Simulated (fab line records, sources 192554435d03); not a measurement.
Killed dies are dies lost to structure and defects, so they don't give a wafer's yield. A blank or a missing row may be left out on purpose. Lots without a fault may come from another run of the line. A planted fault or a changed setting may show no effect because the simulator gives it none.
Split-lot experiment | flow n5_finfet | 7 lots, 21 wafers read, on a route of 1938 steps

THE SPLIT
At N5_BEOL_M1_TRENCH_ETCH_37 (etches SiOC in C4F6/O2, target depth 55.207 nm, time 29 s), the setting source_w was moved away from the recipe's 355 W on 7 of the 21 wafers read, by -10.8% to +14.8%. The other wafers ran this setting at the recipe's value.

The reading is taken at the split's own step.

THE READING
rf_vpp_V, in V, at N5_BEOL_M1_TRENCH_ETCH_37 (etches SiOC in C4F6/O2, target depth 55.207 nm, time 29 s). Fault-free wafers of this fab line usually give 669 V, standard deviation 6.4 V.

wafer  | tool, chamber at the split | source_w as run, W | against the recipe | rf_vpp_V, V | against lot-mates on the recipe
L080.2 | rie_diel-01, 2             | 407.7              | +14.8%             | 621         | -53
L080.3 | rie_diel-01, 0             | 407.7              | +14.8%             | 623         | -51
L080.4 | rie_diel-01, 3             | 355                | recipe             | 674         | -
L081.1 | rie_diel-01, 1             | 355                | recipe             | 676         | -
L081.4 | rie_diel-01, 0             | 355                | recipe             | 668         | -
L081.5 | rie_diel-01, 1             | 355                | recipe             | 675         | -
L085.1 | rie_diel-04, 2             | 355                | recipe             | 662         | -
L085.2 | rie_diel-04, 0             | 355                | recipe             | 682         | -
L085.5 | rie_diel-04, 0             | 355                | recipe             | 680         | -
L086.2 | rie_diel-04, 0             | 355                | recipe             | 681         | -
L086.4 | rie_diel-04, 0             | 316.5              | -10.8%             | 721         | +49
L086.6 | rie_diel-04, 2             | 355                | recipe             | 663         | -
L088.3 | rie_diel-01, 0             | 355                | recipe             | 668         | -
L088.4 | rie_diel-01, 0             | 355                | recipe             | 667         | -
L088.5 | rie_diel-01, 3             | 355                | recipe             | 674         | -
L089.3 | rie_diel-01, 3             | 335.8              | -5.4%              | 694         | +28
L089.4 | rie_diel-01, 1             | 335.8              | -5.4%              | 694         | +28
L089.6 | rie_diel-01, 0             | 355                | recipe             | 666         | -
L097.1 | rie_diel-01, 1             | 375.9              | +5.9%              | 654         | -9
L097.3 | rie_diel-01, 2             | 375.9              | +5.9%              | 645         | -18
L097.6 | rie_diel-01, 2             | 355                | recipe             | 663         | -

THE FIT
A straight line over all 21 wafers: rf_vpp_V changes by -3.69 V for each +1% of source_w; r = -0.96; the points scatter about the line by 6.5 V.
The same after taking each lot's own level away (the mean of its wafers on the recipe; 21 wafers): -3.76 V for each +1%; r = -0.96; scatter 6.3 V.
On that fit, the largest move of source_w shifts the reading by 56 V.
The lots' own levels span 663.0 to 674.7 V, that is 1.8 times the standard deviation above.
So the lot-to-lot level changes the slope little: the two slopes agree.
Check: with one of the wafers moved furthest among these (+14.8%) left out of the fit, the line predicts -53.9 V for it against its lot-mates. It came out at -53 V against them.
Tool readings at the split's step, against how far the setting was moved: rf_vpp_V r = -0.96.

OTHER SPLITS ON THESE WAFERS
These wafers also went through other splits before the reading. Each is held against what the fit with the lots' levels taken away leaves over:
other split on the same wafers        | wafers away from the commonest value | r with rf_vpp_V (lot level and that fit taken away)
N5_HKMG_FIN_COAT_66 spin_rpm          | 9                                    | +0.02
N5_MOL_CONTACT_COAG_ALD_27 ald_cycles | 6                                    | +0.03
N5_MOL_CONTACT_COAG_EXPOSE_81 dose_mj | 9                                    | -0.03
N5_BEOL_M0_SAQP_ETCH_88 source_w      | 8                                    | +0.27

THE FILE'S OWN FIT
rf_vpp_V changes by -3.8 V for each +1% of source_w, r = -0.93.
